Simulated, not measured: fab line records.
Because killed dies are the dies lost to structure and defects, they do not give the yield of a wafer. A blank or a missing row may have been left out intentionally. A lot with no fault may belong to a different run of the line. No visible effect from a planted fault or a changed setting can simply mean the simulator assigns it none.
fab line records | flow n5_finfet
record lots=9 | wafers=27 | last_day=17
route steps=1938 shown FIN_SAQP@136 BEOL_M4@1111
lots untouched by any fault: they come from a run of this same line in which no faults occurred
start_h: start of the lot's first displayed wafer, in hours after the record's first day | wait_h: hours from the lot's prior step to this one | " as in the row above | L1.1+2: one row covering several wafers at once | - no value, or no start was given | * or withheld: withheld | < > ~ a bound
route shown NAME@n: names a module that has steps shown in the file, with the first one's number in the route | usual: mean/standard deviation of fault-free wafers | same: alike in all rows | chamber/n: place in a boat | sites: readings site by site | _std_site: the values' standard deviation | _edge_site: outer sites' mean less inner sites' | radius_mm: for every site, how far away it sits from the centre of the wafer | mask NAME#n: copy n | behind: the most recent tool/chamber to have shaped the wafer | hold: why the lot went on hold/how many hours it stayed there/how the hold came to an end | device: names the non-switching transistor (n, p or np) | end of line: the same wafers' tests at the end of the route | a step given without rows: its recipe and nothing more | killed: dies lost to structure and defects at the first sort, not the wafer's yield | map: a wafer's dies, marking killed ones x, the rest . and places with no die _
set.NAME: the run value of the setting; set.NAME@STEP: its run value at that earlier step | model.NAME: the simulator's own value behind a step, which no gauge read
route steps across a sampled set of lots; one table per step, one row per wafer
services: from which hour (start_h, from the record's first day; less than 0 if before it) a tool's chamber was out of use, for how many hours, and why
## steps
# step N5_FIN_SAQP_STRIP_70
# recipe chemistry=N2/H2 | power_w=500 | temp_c=40 | pressure_mtorr=50 | rf_frequency_hz=6e+07 | overash_fraction=0.3 | bias_power_w=28 | h2_frac=0.5 | n2_flow_sccm=300 | h2_flow_sccm=300
# usual drypump_motor_current_A=5.9/0.49 | oes_product_au=0.77/0.062 | rf_vpp_V=122.0/1.1 | showerhead_plenum_p_Torr=3.39/0.11 | throttle_valve_pct=18.9/0.35
# same overash_fraction=0.3
lot.wafer | tool        | chamber | start_h | wait_h | drypump_motor_current_A | oes_product_au | rf_hours_counter_h | rf_vpp_V | showerhead_plenum_p_Torr | throttle_valve_pct
L159.3    | rie_diel-03 | 3       | 24.97   | 0.0    | 6.3                     | 0.83           | 75                 | 120.7    | 3.26                     | 18.4
L159.5    | "           | 2       | "       | "      | 6.6                     | 0.75           | -                  | 122.5    | 3.49                     | 19.4
L159.6    | "           | 0       | "       | "      | 6.3                     | 0.68           | -                  | 122.2    | 3.30                     | 18.8
L162.1    | rie_diel-05 | 2       | 43.41   | 0.0    | 6.3                     | 0.75           | 145                | 122.0    | 3.37                     | 19.1
L162.3    | "           | 1       | "       | "      | 6.1                     | 0.73           | 192                | 122.3    | 3.33                     | 19.2
L162.5    | "           | 1       | "       | "      | 6.2                     | 0.73           | -                  | 122.3    | 3.33                     | 19.2
L164.2    | rie_diel-05 | 3       | 54.86   | 0.0    | 5.4                     | 0.76           | 143                | 121.5    | 3.38                     | 18.9
L164.3    | "           | 1       | "       | "      | 6.2                     | 0.74           | 195                | 122.5    | 3.33                     | 19.2
L164.6    | "           | 0       | "       | "      | 5.2                     | 0.75           | -                  | 121.3    | 3.47                     | 19.0
L166.1    | rie_diel-01 | 3       | 67.06   | 0.0    | 5.1                     | 0.88           | 20                 | 124.3    | 3.58                     | 18.9
L166.3    | "           | 0       | "       | "      | 5.5                     | 0.71           | 214                | 123.0    | 3.46                     | 18.6
L166.6    | "           | 1       | "       | "      | 6.1                     | 0.75           | -                  | 121.8    | 3.23                     | 18.5
L168.1    | rie_diel-01 | 0       | 78.95   | 0.0    | 5.5                     | 0.71           | 217                | 124.0    | 3.46                     | 18.6
L168.3    | "           | 2       | "       | "      | 5.4                     | 0.86           | 49                 | 123.5    | 3.56                     | 18.8
L168.4    | "           | 3       | "       | "      | 5.1                     | 0.87           | 23                 | 122.8    | 3.58                     | 18.9
L173.4    | rie_diel-05 | 0       | 110.07  | 0.0    | 5.2                     | 0.73           | 196                | 122.8    | 3.46                     | 19.0
L173.5    | "           | 2       | "       | "      | 6.3                     | 0.73           | -                  | 122.8    | 3.36                     | 19.1
L173.6    | "           | 3       | "       | "      | 5.4                     | 0.75           | -                  | 121.3    | 3.36                     | 19.0
L179.1    | rie_diel-01 | 2       | 147.31  | 0.0    | 5.4                     | 0.84           | 61                 | 122.8    | 3.55                     | 18.8
L179.2    | "           | 3       | "       | "      | 5.1                     | 0.83           | 50                 | 123.6    | 3.56                     | 19.0
L179.6    | "           | 1       | "       | "      | 6.1                     | 0.71           | -                  | 120.3    | 3.21                     | 18.6
L180.2    | rie_diel-03 | 1       | 152.36  | 0.0    | 5.7                     | 0.81           | 93                 | 122.2    | 3.52                     | 18.2
L180.3    | "           | 3       | "       | "      | 6.3                     | 0.79           | 119                | 121.1    | 3.23                     | 18.5
L180.5    | "           | 0       | "       | "      | 6.3                     | 0.93           | -                  | 120.2    | 3.29                     | 18.5
L182.4    | rie_diel-01 | 2       | 163.61  | 0.0    | 5.4                     | 0.83           | -                  | 124.2    | 3.54                     | 18.8
L182.5    | "           | 1       | "       | "      | 6.1                     | 0.72           | -                  | 121.6    | 3.21                     | 18.6
L182.6    | "           | 3       | "       | "      | 5.1                     | 0.81           | -                  | 123.0    | 3.56                     | 19.0
# step N5_FIN_SAQP_SPACER2_ETCHBACK_29
# recipe chemistry=CHF3/O2 | mode=anisotropic_etchback | target=SiO2 | target_depth_a=122 | time_s=6.1 | pressure_mtorr=30 | source_w=650 | bias_w=170 | Ar_flow_sccm=200 | CHF3_flow_sccm=50 | O2_flow_sccm=5 | ion_energy_ev=200
# usual drypump_motor_current_A=5.8/0.49 | oes_f_703_au=0.78/0.069 | oes_product_au=0.78/0.072 | rf_vpp_V=522/4.4 | showerhead_plenum_p_Torr=2.45/0.087 | throttle_valve_pct=18.78/0.21
# same time_s=6.1
lot.wafer | tool        | chamber | start_h | wait_h | drypump_motor_current_A | oes_f_703_au | oes_product_au | rf_hours_counter_h | rf_vpp_V | showerhead_plenum_p_Torr | throttle_valve_pct
L159.3    | rie_diel-03 | 3       | 25.52   | 0.2    | 6.3                     | 0.84         | 0.84           | 75                 | 521      | 2.34                     | 18.69
L159.5    | "           | 2       | "       | "      | 6.6                     | 0.75         | 0.75           | -                  | 525      | 2.50                     | 19.12
L159.6    | "           | 0       | "       | "      | 6.3                     | 0.68         | 0.67           | -                  | 515      | 2.37                     | 19.10
L162.1    | rie_diel-03 | 3       | 43.94   | 0.2    | 6.3                     | 0.83         | 0.83           | 83                 | 520      | 2.34                     | 18.69
L162.3    | "           | 1       | "       | "      | 5.7                     | 0.84         | 0.85           | 54                 | 525      | 2.55                     | 18.49
L162.5    | "           | 1       | "       | "      | 5.6                     | 0.84         | 0.85           | -                  | 525      | 2.55                     | 18.49
L164.2    | rie_diel-03 | 1       | 55.39   | 0.2    | 5.6                     | 0.84         | 0.85           | 58                 | 526      | 2.55                     | 18.48
L164.3    | "           | 3       | "       | "      | 6.3                     | 0.83         | 0.83           | 87                 | 520      | 2.34                     | 18.71
L164.6    | "           | 1       | "       | "      | 5.6                     | 0.84         | 0.84           | -                  | 525      | 2.55                     | 18.51
L166.1    | rie_diel-01 | 2       | 67.60   | 0.2    | 5.4                     | 0.86         | 0.85           | 46                 | 530      | 2.56                     | 18.62
L166.3    | "           | 1       | "       | "      | 6.1                     | 0.74         | 0.75           | 155                | 521      | 2.32                     | 18.73
L166.6    | "           | 1       | "       | "      | 6.1                     | 0.74         | 0.75           | -                  | 520      | 2.32                     | 18.74
L168.1    | rie_diel-05 | 0       | 79.49   | 0.2    | 5.2                     | 0.74         | 0.73           | 183                | 522      | 2.49                     | 18.92
L168.3    | "           | 3       | "       | "      | 5.4                     | 0.75         | 0.75           | 151                | 518      | 2.41                     | 18.97
L168.4    | "           | 1       | "       | "      | 6.2                     | 0.74         | 0.72           | 203                | 517      | 2.38                     | 18.91
L173.4    | rie_diel-03 | 0       | 111.43  | 0.2    | 6.3                     | 0.97         | 0.97           | -                  | 514      | 2.37                     | 18.74
L173.5    | "           | 1       | "       | "      | 5.6                     | 0.82         | 0.82           | -                  | 524      | 2.54                     | 18.53
L173.6    | "           | 2       | "       | "      | 6.6                     | 0.72         | 0.73           | -                  | 523      | 2.49                     | 19.16
L179.1    | rie_diel-01 | 0       | 147.91  | 0.2    | 5.5                     | 0.69         | 0.69           | 244                | 527      | 2.47                     | 18.72
L179.2    | "           | 2       | "       | "      | 5.4                     | 0.83         | 0.85           | 62                 | 529      | 2.55                     | 18.62
L179.6    | "           | 0       | "       | "      | 5.5                     | 0.69         | 0.69           | -                  | 528      | 2.47                     | 18.70
L180.2    | rie_diel-03 | 1       | 153.74  | 0.2    | 5.7                     | 0.80         | 0.80           | 93                 | 524      | 2.54                     | 18.54
L180.3    | "           | 0       | "       | "      | 6.3                     | 0.93         | 0.92           | 19                 | 515      | 2.36                     | 18.74
L180.5    | "           | 2       | "       | "      | 6.6                     | 0.71         | 0.72           | -                  | 524      | 2.49                     | 19.19
L182.4    | rie_diel-03 | 1       | 164.26  | 0.2    | 5.7                     | 0.80         | 0.80           | 97                 | 523      | 2.53                     | 18.55
L182.5    | "           | 2       | "       | "      | 6.6                     | 0.71         | 0.71           | -                  | 525      | 2.49                     | 19.20
L182.6    | "           | 1       | "       | "      | 5.7                     | 0.79         | 0.80           | -                  | 524      | 2.53                     | 18.57
# step N5_FIN_SAQP_HM_OPEN_33
# recipe chemistry=CH3F/O2 | target=SiNx | mask_material=SiO2 | target_depth_a=494 | time_s=70.6 | pressure_mtorr=30 | source_w=395 | bias_w=73 | Ar_flow_sccm=150 | CH3F_flow_sccm=30 | O2_flow_sccm=20 | ion_energy_ev=120 | ends=cleared
# usual drypump_motor_current_A=5.8/0.49 | etch_rf_on_time_s=69.6/1 | oes_f_703_au=0.77/0.063 | oes_product_au=0.66/0.055 | rf_vpp_V=296.1/2.5 | showerhead_plenum_p_Torr=2.03/0.072 | throttle_valve_pct=16.25/0.2
lot.wafer | tool        | chamber | start_h | wait_h | drypump_motor_current_A | etch_rf_on_time_s | oes_f_703_au | oes_product_au | rf_hours_counter_h | rf_vpp_V | showerhead_plenum_p_Torr | throttle_valve_pct
L159.3    | rie_diel-05 | 1       | 26.11   | 0.4    | 6.2                     | 69.9              | 0.76         | 0.63           | 185                | 294.8    | 1.98                     | 16.35
L159.5    | "           | 3       | "       | "      | 5.4                     | 71.8              | 0.77         | 0.66           | -                  | 294.3    | 2.01                     | 16.40
L159.6    | "           | 0       | "       | "      | 5.2                     | 71.0              | 0.75         | 0.64           | -                  | 296.6    | 2.08                     | 16.35
L162.1    | rie_diel-03 | 2       | 44.18   | 0.0    | 6.6                     | 69.4              | 0.74         | 0.64           | 162                | 297.8    | 2.08                     | 16.56
L162.3    | "           | 3       | "       | "      | 6.3                     | 68.0              | 0.83         | 0.71           | 83                 | 293.2    | 1.94                     | 16.17
L162.5    | "           | 1       | "       | "      | 5.7                     | 69.8              | 0.85         | 0.71           | -                  | 298.5    | 2.12                     | 15.93
L164.2    | rie_diel-01 | 0       | 55.63   | 0.0    | 5.5                     | 69.6              | 0.71         | 0.61           | 210                | 299.5    | 2.06                     | 16.12
L164.3    | "           | 2       | "       | "      | 5.4                     | 67.7              | 0.86         | 0.74           | 42                 | 300.0    | 2.13                     | 16.02
L164.6    | "           | 2       | "       | "      | 5.4                     | 69.0              | 0.85         | 0.75           | -                  | 299.5    | 2.13                     | 16.03
L166.1    | rie_diel-05 | 1       | 67.85   | 0.1    | 6.1                     | 68.3              | 0.74         | 0.63           | 199                | 294.4    | 1.98                     | 16.37
L166.3    | "           | 2       | "       | "      | 6.3                     | 70.3              | 0.74         | 0.62           | 153                | 293.4    | 2.00                     | 16.44
L166.6    | "           | 0       | "       | "      | 5.2                     | 68.8              | 0.74         | 0.63           | -                  | 296.2    | 2.07                     | 16.39
L168.1    | rie_diel-03 | 2       | 80.00   | 0.3    | 6.6                     | 68.8              | 0.73         | 0.63           | 177                | 298.2    | 2.07                     | 16.59
L168.3    | "           | 3       | "       | "      | 6.3                     | 68.1              | 0.82         | 0.69           | 98                 | 294.3    | 1.94                     | 16.20
L168.4    | "           | 2       | "       | "      | 6.6                     | 70.0              | 0.73         | 0.62           | -                  | 296.5    | 2.07                     | 16.59
L173.4    | rie_diel-01 | 1       | 111.67  | 0.1    | 6.1                     | 70.6              | 0.73         | 0.63           | -                  | 297.6    | 1.92                     | 16.23
L173.5    | "           | 0       | "       | "      | 5.5                     | 71.7              | 0.70         | 0.59           | -                  | 299.5    | 2.05                     | 16.16
L173.6    | "           | 3       | "       | "      | 5.1                     | 69.8              | 0.84         | 0.73           | -                  | 298.5    | 2.12                     | 15.95
L179.1    | rie_diel-01 | 3       | 148.24  | 0.1    | 5.1                     | 67.4              | 0.82         | 0.71           | 51                 | 298.0    | 2.11                     | 15.98
L179.2    | "           | 1       | "       | "      | 6.1                     | 69.3              | 0.72         | 0.62           | 186                | 295.1    | 1.91                     | 16.27
L179.6    | "           | 2       | "       | "      | 5.4                     | 68.3              | 0.83         | 0.71           | -                  | 299.4    | 2.12                     | 16.05
L180.2    | rie_diel-01 | 3       | 154.01  | 0.1    | 5.1                     | 69.9              | 0.82         | 0.70           | 53                 | 296.6    | 2.11                     | 15.99
L180.3    | "           | 1       | "       | "      | 6.1                     | 93.6              | 0.72         | 0.52           | 188                | 294.1    | 1.91                     | 16.26
L180.5    | "           | 2       | "       | "      | 5.4                     | 69.6              | 0.83         | 0.71           | -                  | 299.0    | 2.12                     | 16.07
L182.4    | rie_diel-01 | 2       | 164.63  | 0.2    | 5.4                     | 69.7              | 0.82         | 0.71           | -                  | 300.0    | 2.12                     | 16.08
L182.5    | "           | 3       | "       | "      | 5.1                     | 71.8              | 0.81         | 0.68           | -                  | 298.8    | 2.11                     | 16.00
L182.6    | "           | 1       | "       | "      | 6.1                     | 96.7              | 0.71         | 0.53           | -                  | 295.9    | 1.91                     | 16.28
# step N5_FIN_SAQP_ETCH_64
# recipe chemistry=CF4 | target=SiO2 | target_depth_a=15 | ion_energy_ev=350 | pressure_mtorr=10 | icp_w=800 | bias_w=400 | cf4_flow_sccm=80
# usual drypump_motor_current_A=5.7/0.38 | oes_product_au=0.999/0.018 | throttle_valve_pct=21.80/0.26
lot.wafer | tool      | chamber | start_h | wait_h | drypump_motor_current_A | oes_product_au | rf_hours_counter_h | throttle_valve_pct
L159.3    | rie_si-06 | 2       | 26.37   | 0.0    | 5.2                     | 1.016          | 21                 | 21.60
L159.5    | "         | 2       | "       | "      | 5.2                     | 1.018          | -                  | 21.59
L159.6    | "         | 1       | "       | "      | 6.2                     | 0.991          | -                  | 21.77
L162.1    | rie_si-06 | 1       | 44.45   | 0.0    | 6.2                     | 1.014          | 196                | 21.79
L162.3    | "         | 2       | "       | "      | 5.1                     | 1.014          | 21                 | 21.58
L162.5    | "         | 1       | "       | "      | 6.2                     | 0.996          | -                  | 21.78
L164.2    | rie_si-05 | 2       | 55.90   | 0.0    | 5.3                     | 1.010          | 68                 | 22.12
L164.3    | "         | 0       | "       | "      | 5.9                     | 1.009          | 143                | 22.15
L164.6    | "         | 3       | "       | "      | 5.5                     | 0.995          | -                  | 21.65
L166.1    | rie_si-05 | 0       | 68.12   | 0.0    | 5.9                     | 1.005          | 143                | 22.13
L166.3    | "         | 1       | "       | "      | 6.0                     | 1.027          | 0                  | 21.82
L166.6    | "         | 3       | "       | "      | 5.5                     | 0.992          | -                  | 21.64
L168.1    | rie_si-04 | 1       | 80.27   | 0.0    | 5.3                     | 0.995          | 39                 | 22.14
L168.3    | "         | 3       | "       | "      | 5.8                     | 1.013          | 62                 | 21.64
L168.4    | "         | 0       | "       | "      | 5.6                     | 1.017          | 111                | 21.55
L173.4    | rie_si-04 | 1       | 111.91  | 0.0    | 5.3                     | 0.984          | -                  | 22.13
L173.5    | "         | 2       | "       | "      | 5.7                     | 0.974          | -                  | 21.85
L173.6    | "         | 0       | "       | "      | 5.6                     | 1.020          | -                  | 21.55
L179.1    | rie_si-05 | 1       | 148.50  | 0.0    | 5.9                     | 1.029          | 2                  | 21.82
L179.2    | "         | 0       | "       | "      | 5.8                     | 0.994          | 145                | 22.14
L179.6    | "         | 3       | "       | "      | 5.5                     | 0.986          | -                  | 21.65
L180.2    | rie_si-06 | 1       | 154.28  | 0.0    | 6.2                     | 1.000          | 0                  | 21.67
L180.3    | "         | 2       | "       | "      | 5.2                     | 1.010          | 23                 | 21.59
L180.5    | "         | 0       | "       | "      | 5.6                     | 0.962          | -                  | 22.02
L182.4    | rie_si-05 | 2       | 164.86  | 0.0    | 5.3                     | 1.003          | 70                 | 22.12
L182.5    | "         | 3       | "       | "      | 5.5                     | 0.996          | -                  | 21.67
L182.6    | "         | 2       | "       | "      | 5.3                     | 1.003          | -                  | 22.11
# step N5_BEOL_M4_RC_MEAS_101
# usual DIBL_N=36.3/1.4 | DIBL_P=35.7/1.5 | IOFF_N=0.155/0.022 | IOFF_P=0.204/0.027 | ION_N=671/9 | ION_P=459/6.2 | SS_N=71.5/0.54 | SS_P=73.1/0.56 | VT_N=250.2/2.6 | VT_P=-251/3.3
lot.wafer | tool      | chamber | start_h | wait_h | DIBL_N[mV/V] | DIBL_P[mV/V] | IOFF_N[nA/um] | IOFF_P[nA/um] | ION_N[uA/um] | ION_P[uA/um] | SS_N[mV/dec] | SS_P[mV/dec] | VT_N[mV] | VT_P[mV]
L159.3    | prober-01 | 0       | 185.35  | 0.3    | 35.6         | 34.2         | 0.157         | 0.207         | 673          | 457          | 71.9         | 72.7         | 246.0    | -248
L159.5    | "         | 0       | "       | "      | 34.3         | 33.4         | 0.136         | 0.192         | 661          | 461          | 71.4         | 72.6         | 249.0    | -249
L159.6    | "         | 0       | "       | "      | 35.9         | 34.4         | 0.157         | 0.203         | 664          | 457          | 71.1         | 72.8         | 248.9    | -250
L162.1    | prober-02 | 0       | 189.13  | 0.0    | 35.0         | 34.9         | 0.137         | 0.171         | 663          | 453          | 70.7         | 72.3         | 250.8    | -255
L162.3    | "         | 0       | "       | "      | 36.4         | 36.8         | 0.176         | 0.195         | 682          | 464          | 71.5         | 73.4         | 245.6    | -254
L162.5    | "         | 0       | "       | "      | 38.2         | 38.8         | 0.212         | 0.222         | 686          | 456          | 71.1         | 73.6         | 243.2    | -252
L164.2    | prober-01 | 0       | 192.17  | 0.6    | 37.8         | 37.2         | 0.193         | 0.243         | 674          | 465          | 71.1         | 74.0         | 246.9    | -246
L164.3    | "         | 0       | "       | "      | 35.7         | 35.6         | 0.148         | 0.210         | 670          | 464          | 70.6         | 73.3         | 250.1    | -248
L164.6    | "         | 0       | "       | "      | 36.8         | 37.0         | 0.185         | 0.239         | 691          | 470          | 71.4         | 73.5         | 247.2    | -246
L166.1    | prober-01 | 0       | 212.61  | 0.0    | 35.3         | 35.5         | 0.133         | 0.177         | 677          | 462          | 70.9         | 72.4         | 253.2    | -255
L166.3    | "         | 0       | "       | "      | 36.1         | 35.9         | 0.149         | 0.185         | 661          | 451          | 71.3         | 73.4         | 251.9    | -255
L166.6    | "         | 0       | "       | "      | 36.7         | 35.6         | 0.151         | 0.174         | 668          | 447          | 71.6         | 72.5         | 252.9    | -258
L168.1    | prober-01 | 0       | 232.23  | 0.0    | 34.8         | 33.3         | 0.128         | 0.189         | 669          | 468          | 72.3         | 73.1         | 252.8    | -247
L168.3    | "         | 0       | "       | "      | 36.0         | 35.0         | 0.153         | 0.218         | 679          | 465          | 71.9         | 72.9         | 248.1    | -248
L168.4    | "         | 0       | "       | "      | 36.4         | 35.6         | 0.152         | 0.225         | 662          | 464          | 71.5         | 72.9         | 250.0    | -247
L173.4    | prober-01 | 0       | 253.56  | 0.5    | 36.8         | 34.0         | 0.151         | 0.169         | 666          | 454          | 71.4         | 72.9         | 248.8    | -257
L173.5    | "         | 0       | "       | "      | 36.0         | 33.6         | 0.138         | 0.161         | 667          | 451          | 71.5         | 72.5         | 253.7    | -254
L173.6    | "         | 0       | "       | "      | 35.6         | 33.8         | 0.136         | 0.166         | 671          | 457          | 71.4         | 73.1         | 252.2    | -256
L179.1    | prober-01 | 0       | 293.64  | 0.0    | 36.0         | 35.2         | 0.143         | 0.185         | 674          | 459          | 71.3         | 72.9         | 252.5    | -254
L179.2    | "         | 0       | "       | "      | 34.7         | 33.2         | 0.120         | 0.159         | 655          | 450          | 72.0         | 72.7         | 253.5    | -254
L179.6    | "         | 0       | "       | "      | 37.8         | 37.7         | 0.188         | 0.224         | 682          | 464          | 71.5         | 73.9         | 245.5    | -251
L180.2    | prober-02 | 0       | 294.24  | 0.2    | 37.1         | 36.6         | 0.183         | 0.232         | 679          | 465          | 71.5         | 72.9         | 246.5    | -248
L180.3    | "         | 0       | "       | "      | 36.2         | 35.7         | 0.157         | 0.210         | 667          | 458          | 71.2         | 72.2         | 250.3    | -249
L180.5    | "         | 0       | "       | "      | 37.1         | 37.5         | 0.176         | 0.248         | 677          | 468          | 71.0         | 73.3         | 246.7    | -245
L182.4    | prober-01 | 0       | 307.64  | 0.5    | 35.3         | 34.7         | 0.137         | 0.179         | 669          | 460          | 71.7         | 72.8         | 250.5    | -255
L182.5    | "         | 0       | "       | "      | 37.3         | 35.9         | 0.166         | 0.192         | 671          | 452          | 71.9         | 72.1         | 249.3    | -252
L182.6    | "         | 0       | "       | "      | 35.1         | 34.5         | 0.135         | 0.178         | 668          | 457          | 71.5         | 72.3         | 253.9    | -253
## services
tool        | chamber | start_h | hours | kind
rie_diel-01 | -       | 5.08    | 1.2   | repair
rie_diel-01 | -       | 6.91    | 2.1   | repair
rie_diel-03 | 1       | 9.10    | 19.7  | repair
rie_diel-01 | 0       | 12.34   | 7.4   | repair
rie_si-04   | -       | 14.27   | 2.8   | pm
rie_si-04   | -       | 17.45   | 0.9   | repair
rie_diel-01 | 2       | 20.17   | 2.8   | repair
rie_diel-05 | 2       | 33.36   | 5.6   | repair
rie_si-04   | -       | 35.60   | 0.5   | repair
rie_si-04   | -       | 36.99   | 4.3   | pm
rie_si-04   | 3       | 45.37   | 6.6   | repair
rie_diel-03 | -       | 46.60   | 2.1   | repair
rie_diel-03 | -       | 94.92   | 10.0  | pm
rie_si-04   | 3       | 107.88  | 9.0   | repair
rie_diel-03 | 3       | 109.32  | 3.6   | repair
rie_si-06   | -       | 131.16  | 14.6  | pm
rie_diel-03 | 2       | 134.14  | 4.8   | repair
rie_si-06   | -       | 145.76  | 2.8   | pm
rie_si-06   | 3       | 158.46  | 14.1  | repair
rie_diel-01 | 0       | 162.56  | -     | clean
rie_diel-01 | 0       | 162.56  | -     | consumable_replace:esc
rie_diel-01 | 0       | 162.56  | -     | consumable_replace:focus_ring
rie_diel-01 | 0       | 162.56  | 21.0  | scheduled_down
rie_diel-01 | 0       | 162.56  | 21.0  | vent_cycle
## key
first_sign step=N5_FIN_SAQP_HM_OPEN_33 | reading=etch_rf_on_time_s | direction=up | sigmas=24 | usual=* | struck=*
effect none on later readings
met_at N5_FIN_SAQP_HM_OPEN_33
struck_lots L180,L182
struck_wafers L180.3,L182.6
not_acting_at N5_FIN_SAQP_STRIP_70,N5_FIN_SAQP_SPACER2_ETCHBACK_29,N5_FIN_SAQP_ETCH_64
onset_between 148.24 154.01
fault kind=process_parameter_drift | tool=rie_diel-01 | chamber=- | onset_h=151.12 | steps=N5_FIN_SAQP_HM_OPEN_33 | channel=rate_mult | offset=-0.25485 | shape=step | end_h=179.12 | scope=struck_wafers_only
